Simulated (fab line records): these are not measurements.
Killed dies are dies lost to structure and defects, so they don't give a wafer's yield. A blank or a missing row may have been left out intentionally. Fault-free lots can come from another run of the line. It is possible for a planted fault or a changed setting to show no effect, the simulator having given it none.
Split-lot trial	flow n5_finfet	on a route of 1938 steps: 7 lots, 21 wafers read

## THE SPLIT ITSELF
At N5_BEOL_M3_PECVD_72 (deposits SiO2 from TEOS/O2, target thk 16 nm, time 18 s), the setting time_s was moved away from the recipe's 18 s on 6 of the 21 wafers read, by -6.7% to +14.2%. All remaining wafers had this setting at the recipe value.

The split's own step is where the reading is taken.

## THE READING
SiO2_of_BEOL_M3_PECVD_72.thk_nm (the simulator's own value, which no gauge read), in nm, at N5_BEOL_M3_PECVD_72 (deposits SiO2 from TEOS/O2, target thk 16 nm, time 18 s). The file does not state a usual value for it. The 15 wafers here that ran the recipe average 15.9 nm, standard deviation 0.28 nm.

wafer	tool, chamber at the split	time_s as run, s	against the recipe	SiO2_of_BEOL_M3_PECVD_72.thk_nm, nm	against lot-mates on the recipe
L086.1	pecvd-02, 0	20.56	+14.2%	17.6	+1.9
L086.2	pecvd-02, 1	18	recipe	15.8	-
L086.3	pecvd-02, 0	18	recipe	15.6	-
L088.1	pecvd-04, 1	18	recipe	16.2	-
L088.2	pecvd-04, 2	18	recipe	16	-
L088.3	pecvd-04, 0	18	recipe	15.8	-
L089.2	pecvd-02, 1	18	recipe	16	-
L089.4	pecvd-02, 1	18	recipe	16	-
L089.5	pecvd-02, 1	18	recipe	16.4	-
L090.1	pecvd-03, 1	18	recipe	15.8	-
L090.3	pecvd-03, 2	18	recipe	15.4	-
L090.5	pecvd-03, 1	18	recipe	15.6	-
L092.1	pecvd-03, 2	18	recipe	15.6	-
L092.2	pecvd-03, 0	18	recipe	16	-
L092.5	pecvd-03, 0	18	recipe	16.4	-
L093.2	pecvd-02, 2	19.47	+8.2%	16.8	+0.8
L093.4	pecvd-02, 1	18	recipe	16	-
L093.5	pecvd-02, 2	19.47	+8.2%	17	+1.0
L097.1	pecvd-03, 1,2,2	16.79	-6.7%	14.8	no lot-mate on the recipe
L097.3	pecvd-03, 1,2,2	16.79	-6.7%	14.8	no lot-mate on the recipe
L097.4	pecvd-03, 1,2,2	16.79	-6.7%	14.8	no lot-mate on the recipe
The file does not say which wafer passed through which chamber wherever a row lists several chambers: such a row stands for several wafers.

FIT RESULTS
A straight line over all 21 wafers: SiO2_of_BEOL_M3_PECVD_72.thk_nm changes by +0.134 nm for each +1% of time_s; r = +0.93; the points scatter about the line by 0.27 nm.
The same after taking each lot's own level away (the mean of its wafers on the recipe; 18 wafers): +0.125 nm for each +1%; r = +0.93; scatter 0.2 nm.
According to that fit, moving time_s by its largest amount changes the reading by 1.8 nm.
Measured against the standard deviation above, the lots' own levels, which go from 15.60 to 16.13 nm, span 1.9 times it.
So the lot-to-lot level changes the slope little: the two slopes agree.
Check: for one of the wafers moved furthest among these (+14.2%), held out of the fit, the line's prediction against its lot-mates is +1.57 nm. Against them it came out at +1.9 nm.

## ADDITIONAL SPLITS CARRIED BY THESE WAFERS
Before the reading, these wafers also passed through other splits. Each is held against what the fit with the lots' levels taken away leaves over:
other split on the same wafers	wafers away from the commonest value	r with SiO2_of_BEOL_M3_PECVD_72.thk_nm (lot level and that fit taken away)
N5_GATE_CUT_ETCH_36 cf4_flow_sccm	5	+0.04
N5_MOL_CONTACT_COAG_EXPOSE_37 dose_mj	8	+0.19
N5_MOL_CONTACT_COAG_ALD_133 ald_cycles	5	+0.12
N5_BEOL_M0_SAQP_SPACER1_ALD_98 ald_cycles	7	+0.21
N5_BEOL_M1_TRENCH_ETCH_37 time_s	6	+0.06
N5_BEOL_M2_DESCUM_16 time_s	9	-0.22
N5_BEOL_M2_ETCH_64 source_w	9	-0.11
N5_BEOL_M2_VIA_ETCH_34 time_s	7	+0.11

## THE FILE'S OWN FIT
SiO2_of_BEOL_M3_PECVD_72.thk_nm changes by +0.128 nm for each +1% of time_s, r = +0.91.
